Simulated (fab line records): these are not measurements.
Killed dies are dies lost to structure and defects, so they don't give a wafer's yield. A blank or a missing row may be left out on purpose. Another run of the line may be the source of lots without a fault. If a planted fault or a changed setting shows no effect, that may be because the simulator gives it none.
Check of tool commonality ; flow nand harc ; Sampled: 3 lots, 9 wafers

WHY IT WAS OPENED
At NHARC_END_SORT_01 the reading killed at array is flagged on 3 of 3 lots. Wafers without a fault read 29, standard deviation 13.
Rule: a lot is flagged in two cases, either no wafer of it has a number, or all its wafers with numbers fall more than 4 standard deviations from that mean. The rest of the lots are taken to be sound.

lot;measured;on;killed at array, wafer by wafer;flag
L815;day 21 07:10;prober-01;673 669 665;FLAGGED
L814;day 21 14:54;prober-02;674 672 671;FLAGGED
L816;day 22 01:38;prober-02;676 676 676;FLAGGED
Average over the flagged lots: 672; offset from the usual +643, equal to +49 standard deviations.

TOOL THAT RAN EACH LOT
4 process steps preceding the reading are held in the record, out of 1159 steps in the route. Each cell gives the tool, then ch followed by the chambers the sampled wafers passed through, then the start.
lot;flag;NHARC_A_CONTACT_ETCH_129;NHARC_A_CONTACT_ETCH_130;NHARC_A_CONTACT_ETCH_132;NHARC_A_CONTACT_ETCH_106
L815;FLAGGED;har cap etch-02 ch 0, day 18 19:00;har cap etch-02 ch 0, day 18 19:08;har cap etch-02 ch 0, day 18 19:26;rie diel-11 ch 0,3, day 18 20:38
L814;FLAGGED;har cap etch-01 ch 0,1, day 18 20:28;har cap etch-01 ch 0,1, day 18 20:36;har cap etch-01 ch 0,1, day 18 20:53;rie diel-09 ch 0,2,3, day 18 22:05
L816;FLAGGED;har cap etch-01 ch 0, day 19 11:10;har cap etch-01 ch 0, day 19 11:19;har cap etch-01 ch 0, day 19 11:35;rie diel-11 ch 0,1, day 19 12:50
These steps, and what they do:
- NHARC_A_CONTACT_ETCH_129: etches the open film in C4F8/O2/Ar, time 155 s, target depth 956 nm.
- NHARC_A_CONTACT_ETCH_130: etches the open film in C4F8/O2/Ar, time 155 s, target depth 956 nm.
- NHARC_A_CONTACT_ETCH_132: etches the open film in C4F8/O2/Ar, time 156 s, target depth 958 nm.
- NHARC_A_CONTACT_ETCH_106: etches the open film in CF4/O2, target depth 60 nm, overetch 6 nm, time 33 s.
- NHARC_END_SORT_01

FLAGGED OVER TOTAL, TOOL BY TOOL (the gauges that took the reading come last)
step;tool;lots run;flagged;share of the flagged lots;sound lots run after its first flagged lot
NHARC_A_CONTACT_ETCH_129;har cap etch-01;2;2;some;0
NHARC_A_CONTACT_ETCH_129;har cap etch-02;1;1;some;0
NHARC_A_CONTACT_ETCH_130;har cap etch-01;2;2;some;0
NHARC_A_CONTACT_ETCH_130;har cap etch-02;1;1;some;0
NHARC_A_CONTACT_ETCH_132;har cap etch-01;2;2;some;0
NHARC_A_CONTACT_ETCH_132;har cap etch-02;1;1;some;0
NHARC_A_CONTACT_ETCH_106;rie diel-09;1;1;some;0
NHARC_A_CONTACT_ETCH_106;rie diel-11;2;2;some;0
NHARC_END_SORT_01;prober-01;1;1;some;0
NHARC_END_SORT_01;prober-02;2;2;some;0

WHAT THE TABLE PERMITS
No row of the table ran every flagged lot.

WHAT HAD BEEN PUT IN BY THE SIMULATOR
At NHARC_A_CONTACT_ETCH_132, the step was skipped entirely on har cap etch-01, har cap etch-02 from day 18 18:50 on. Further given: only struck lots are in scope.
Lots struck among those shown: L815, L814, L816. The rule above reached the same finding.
